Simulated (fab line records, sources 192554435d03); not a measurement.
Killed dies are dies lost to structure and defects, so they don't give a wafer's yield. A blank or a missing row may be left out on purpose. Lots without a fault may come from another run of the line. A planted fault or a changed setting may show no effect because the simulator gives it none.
A struck lot beside a sound one | flow n5_finfet | 15 steps out of a route of 1938
Sound: wafers L805.3, L805.4, L805.6. Struck: wafers L823.2, L823.3, L823.4. The cause comes at the end.
At each step with rows: each side's tool, then ch and its chambers, then its first start. Under that, the readings that differ: sound wafers | struck wafers | difference of the means | sigmas: that difference in standard deviations of wafers without a fault.
alike: readings whose means differ by less than 2 such deviations, and words and numbers that are the same on both sides. not compared: withheld readings, readings that some wafer has no value for, bounds like >300 that may hide the same value, and numbers for which the record gives no deviation and whose values overlap.
The two part at a step that has a row with sigmas, a row that says differs or no value, or rows on one side only. Numbers that don't overlap but have no deviation are shown without sigmas and don't part them. A reading that every wafer of one side lacks parts them only if that side has two wafers or more.

N5_HKMG_FIN_STRIP_34: strips in CF4.
  sound on rie_diel-01 ch 1,3, day 5 03:46; struck on rie_diel-02 ch 1,2,3, day 9 17:00
  alike: cf4_flow_sccm, drypump_motor_current_A, oes_product_au, rf_vpp_V, showerhead_plenum_p_Torr, throttle_valve_pct
  not compared: rf_hours_counter_h
then, 1 step without rows for these wafers: N5_HKMG_FIN_ETCH_35 (etches SOC in N2/H2, target depth 215.8 nm, time 243.4 s).
N5_HKMG_FIN_STRIP_92: strips SOC in N2/H2, time 20 s.
  sound on rie_diel-01 ch 1,3, day 5 03:56; struck on rie_diel-02 ch 1,2,3, day 9 17:10
  alike: drypump_motor_current_A, oes_product_au, rf_vpp_V, showerhead_plenum_p_Torr, temp_c, throttle_valve_pct
  not compared: rf_hours_counter_h
then, 1 step without rows for these wafers: N5_HKMG_FIN_WET_ETCH_18 (etches TiN in SC1, time 55 s, target depth 5.2 nm, rinse time 30 s).
N5_HKMG_FIN_STRIP_19: strips in N2/H2, time 360 s.
  sound on plasma_asher-02 ch 0,1, day 5 04:12; struck on plasma_asher-01 ch 0,1, day 9 17:19
  alike: drypump_motor_current_A, heater_power_w, temp_c
  not compared: rf_hours_counter_h
then, 2 steps without rows for these wafers: N5_HKMG_FIN_ALD_91 (deposits TiN, target thk 1 nm, pulse time 1 s, purge time 3 s); N5_HKMG_FIN_COAT_85 (time 60 s, resist thk 300 nm).
N5_HKMG_FIN_ETCH_86: etches SOC in N2/H2, stops on TiN, target depth 393.2 nm.
  sound on rie_diel-02 ch 1,2, day 5 05:04; struck on rie_diel-01 ch 0,1,3, day 9 18:04
  reading                     | sound       | struck      | difference | sigmas
  drypump_motor_current_A (A) | 5.7 4.8 4.8 | 5.9 6.2 6.2 | +1.0       | +3
  alike: oes_product_au, rf_vpp_V, showerhead_plenum_p_Torr, throttle_valve_pct
  not compared: rf_hours_counter_h
then, 3 steps without rows for these wafers: N5_HKMG_FIN_STRIP_89 (strips SOC in N2/H2, time 20 s); N5_HKMG_FIN_WET_ETCH_87 (etches TiN in SC1, time 154.2 s, target depth 4.7 nm, rinse time 30 s); N5_HKMG_FIN_STRIP_88 (strips in N2/H2, time 360 s).
N5_HKMG_FIN_NWFM_ALD_20: deposits TiAlC, target thk 2 nm, pulse time 3 s, purge time 2 s.
  sound on ald_metal-01 ch 1,2,3, day 5 05:42; struck on ald_metal-04 ch 0,1,2, day 9 18:42
  alike: heater_power_w, precursor_pulse_height_rel, susceptor_temp_C
N5_HKMG_FIN_ALD_71: deposits TiN, target thk 1 nm, pulse time 1 s, purge time 3 s.
  sound on ald_metal-01 ch 1,2,3, day 5 05:48; struck on ald_metal-04 ch 0,1,2, day 9 18:48
  reading              | sound                | struck               | difference | sigmas
  susceptor_temp_C (C) | 399.75 400.18 400.04 | 370.75 370.58 370.76 | -29.29     | -99 or more
  alike: heater_power_w, precursor_pulse_height_rel
then, 1 step without rows for these wafers: N5_HKMG_FIN_COAT_66 (time 60 s, resist thk 300 nm).
-- the record jumps here: 4 days lie between the struck wafers' starts before and after (it left off in module HKMG_FIN and takes up again in module BEOL_M4, whose first step shown is number 1111 of the route) --
N5_BEOL_M4_RC_MEAS_101:
  sound on prober-02 ch 0, day 8 21:19; struck on prober-02 ch 0, day 14 02:47
  alike: DIBL_N, DIBL_P, IOFF_N, IOFF_P, ION_N, ION_P, SS_N, SS_P, VT_N, VT_P

WHERE THEY PART
First at N5_HKMG_FIN_ETCH_86; last, within this record, at N5_HKMG_FIN_ALD_71. Later steps at which nothing parts them and some readings are alike: N5_BEOL_M4_RC_MEAS_101.

WHY: what the simulator had put in
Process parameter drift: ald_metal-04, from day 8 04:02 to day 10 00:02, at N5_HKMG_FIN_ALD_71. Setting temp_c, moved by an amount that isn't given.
